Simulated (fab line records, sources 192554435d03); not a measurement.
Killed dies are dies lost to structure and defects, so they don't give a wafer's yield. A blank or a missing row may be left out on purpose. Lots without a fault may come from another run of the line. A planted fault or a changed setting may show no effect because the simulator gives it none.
A struck lot beside a sound one | flow n5_finfet | 16 steps out of a route of 1938
Sound: wafers L731.1, L731.3, L731.5. Struck: wafers L723.1, L723.4, L723.5. The cause comes at the end.
At each step with rows: each side's tool, then ch and its chambers, then its first start. Under that, the readings that differ: sound wafers | struck wafers | difference of the means | sigmas: that difference in standard deviations of wafers without a fault.
alike: readings whose means differ by less than 2 such deviations, and words and numbers that are the same on both sides. not compared: withheld readings, readings that some wafer has no value for, bounds like >300 that may hide the same value, and numbers for which the record gives no deviation and whose values overlap.
The two part at a step that has a row with sigmas, a row that says differs or no value, or rows on one side only. Numbers that don't overlap but have no deviation are shown without sigmas and don't part them. A reading that every wafer of one side lacks parts them only if that side has two wafers or more.

first, 2 steps without rows for these wafers: N5_BEOL_M4_CVD_47 (deposits Co from CCTBA/H2, target thk 3 nm, time 223.8 s); N5_BEOL_M4_SPUTTER_48 (material Cu, target thk 4.5 nm, time 8.29 s).
N5_BEOL_M4_ANNEAL_49: time 240 s.
  sound on pvd_sputter-02, day 12 17:40; struck on pvd_sputter-03, day 10 21:21
  alike: heater_power_w, susceptor_temp_C
then, 2 steps without rows for these wafers: N5_BEOL_M4_SPUTTER_79 (material Cu, target thk 4.5 nm, time 8.29 s); N5_BEOL_M4_ANNEAL_80 (time 240 s).
N5_BEOL_M4_SPUTTER_81: material Cu, target thk 4.5 nm, time 8.29 s.
  sound on pvd_sputter-02, day 12 18:02; struck on pvd_sputter-03, day 10 21:43
  alike: chamber_pressure_pa, throttle_valve_pct
N5_BEOL_M4_ANNEAL_82: time 240 s.
  sound on pvd_sputter-02, day 12 18:07; struck on pvd_sputter-03, day 10 21:47
  alike: heater_power_w, susceptor_temp_C
N5_BEOL_M4_SPUTTER_86: material Cu, target thk 4.5 nm, time 8.29 s.
  sound on pvd_sputter-02, day 12 20:09; struck on pvd_sputter-03, day 10 21:56
  alike: chamber_pressure_pa, throttle_valve_pct
then, 1 step without rows for these wafers: N5_BEOL_M4_ANNEAL_87 (time 240 s).
N5_BEOL_M4_SPUTTER_88: material Cu, target thk 4.5 nm, time 8.29 s.
  sound on pvd_sputter-02, day 12 20:22; struck on pvd_sputter-03, day 10 22:09
  alike: chamber_pressure_pa, throttle_valve_pct
then, 2 steps without rows for these wafers: N5_BEOL_M4_ANNEAL_89 (time 240 s); N5_BEOL_M4_SPUTTER_90 (material Cu, target thk 4.5 nm, time 8.29 s).
N5_BEOL_M4_ANNEAL_91: time 240 s.
  sound on pvd_sputter-02, day 12 20:40; struck on pvd_sputter-03, day 10 22:27
  no value came back on the struck wafers for heater_power_w (W), susceptor_temp_C (C); on the sound wafers heater_power_w (W) reads 776 847 792
then, 1 step without rows for these wafers: N5_BEOL_M4_SPUTTER_92 (material Cu, target thk 4.5 nm, time 8.29 s).
N5_BEOL_M4_RC_MEAS_101:
  sound on prober-01 ch 0, day 12 23:48; struck on prober-01 ch 0, day 11 00:08
  alike: DIBL_N, DIBL_P, IOFF_N, IOFF_P, ION_N, ION_P, SS_N, SS_P, VT_N, VT_P
then, 1 step without rows for these wafers: N5_PASSIVATION_PROBE_49.

WHERE THEY PART
Only at N5_BEOL_M4_ANNEAL_91, within this record. Later steps at which nothing parts them and some readings are alike: N5_BEOL_M4_RC_MEAS_101.

WHY: what the simulator had put in
Skipped step whole: pvd_sputter-03, from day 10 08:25 on, at N5_BEOL_M4_ANNEAL_91. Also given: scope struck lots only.
